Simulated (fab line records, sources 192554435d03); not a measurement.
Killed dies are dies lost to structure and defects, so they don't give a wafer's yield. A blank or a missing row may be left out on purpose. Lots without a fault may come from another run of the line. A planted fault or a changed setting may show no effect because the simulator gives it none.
Chamber matching | flow n5_finfet | N5_BEOL_M3_ALD_84 on ald_metal-02: 4 sister chambers
The step deposits TaN, pulse time 2 s, purge time 3 s, co reactant purge time 2 s. 4 wafers are shown with their chamber, then 10 later ones without.

WAFERS WITH THEIR CHAMBER
wafer  | chamber | heater_power_w (W)
L083.5 | 1       | 426
L085.5 | 2       | 411
L086.1 | 3       | 357
L086.3 | 0       | 410

WAFERS WITHOUT THEIR CHAMBER
wafer  | heater_power_w (W)
L086.5 | 349
L090.2 | 438
L090.3 | 355
L090.5 | 424
L093.3 | 408
L093.4 | 439
L093.6 | 432
L094.1 | 411
L094.5 | 430
L094.6 | 416

WHICH CHAMBER EACH WENT THROUGH
wafer  | from the rows above          | in truth
L086.5 | 3                            | 3
L090.2 | 1                            | 1
L090.3 | 3                            | 3
L090.5 | can't be placed: 1 or 2 or 0 | 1
L093.3 | can't be placed: 0 or 2      | 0
L093.4 | 1                            | 1
L093.6 | 1                            | 1
L094.1 | can't be placed: 2 or 0      | 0
L094.5 | 1                            | 1
L094.6 | can't be placed: 2 or 0 or 1 | 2
Placed correctly: 6 of 10. Can't be placed from these rows: 4 (the true chamber is among the candidates in 4). Placed wrongly: 0.
How it was worked out, from the rows above alone: a wafer's distance from a chamber is the root of the sum, over the readings, of the square of ((its reading less the chamber's mean) divided by the reading's scatter). The wafer belongs to the nearest chamber; if the next one is less than 2 further off, it can't be placed. A chamber's mean is the mean of its shown wafers. The scatter: with one shown wafer a chamber, the root of the mean of the squares of how far each hidden wafer lies from its nearest shown one.
